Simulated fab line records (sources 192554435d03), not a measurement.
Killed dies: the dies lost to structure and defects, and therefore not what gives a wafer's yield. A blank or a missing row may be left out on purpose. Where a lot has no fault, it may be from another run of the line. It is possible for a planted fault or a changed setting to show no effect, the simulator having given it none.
Matching of chambers -- flow n5Finfet -- aldSin-03 running N5_SPACER0_ALD_07: 4 sister chambers
The step deposits SiNx, target thk 2 nm. 22 wafers are shown with their chamber, then 11 later ones without.

EACH WAFER AND ITS CHAMBER
wafer,chamber,heaterPowerW (W)
L074.2,0,753
L074.3,2,897
L074.4,3,816
L076.1,2,902
L076.2,0,749
L076.5,0,772
L078.3,2,932
L078.5,1,911
L078.6,2,892
L079.1,0,772
L079.4,2,913
L079.6,1,918
L082.1,0,736
L082.3,2,941
L082.6,3,802
L086.1,2,954
L086.3,1,919
L086.4,0,723
L088.2,2,944
L088.5,2,976
L088.6,3,792
L093.1,0,712

SIGNATURES (means of the wafers above)
reading,chamber 0,chamber 1,chamber 2,chamber 3,scatter within a chamber
heaterPowerW,745.29,916.00,927.89,803.33,23.7
Rule: a wafer lies at a distance from a chamber equal to the root of the sum of squares, over the readings, of (its reading less the chamber's mean, divided by the reading's scatter). The wafer belongs to the nearest chamber; if the next one is less than 2 further off, it can't be placed. The scatter: take each reading less its chamber's mean, square it, sum over the shown wafers, divide by the number of wafers less the number of chambers, and take the root.

WAFERS WHOSE CHAMBER IS MISSING
wafer,heaterPowerW (W)
L093.3,901
L093.5,782
L094.1,980
L094.2,884
L094.5,785
L096.2,970
L096.4,725
L096.6,907
L097.2,795
L097.3,739
L097.6,716

THE CHAMBER EACH PASSED THROUGH
wafer,from the rows above,in truth
L093.3,can't be placed: 1 or 2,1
L093.5,can't be placed: 3 or 0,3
L094.1,can't be placed: 2 or 1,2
L094.2,can't be placed: 1 or 2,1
L094.5,can't be placed: 3 or 0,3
L096.2,can't be placed: 2 or 1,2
L096.4,0,0
L096.6,can't be placed: 1 or 2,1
L097.2,can't be placed: 3 or 0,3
L097.3,0,0
L097.6,0,0
3 of 11 placed correctly. Not placeable from these rows: 8 (in 8, the candidates include the true chamber). Wrongly placed: 0.
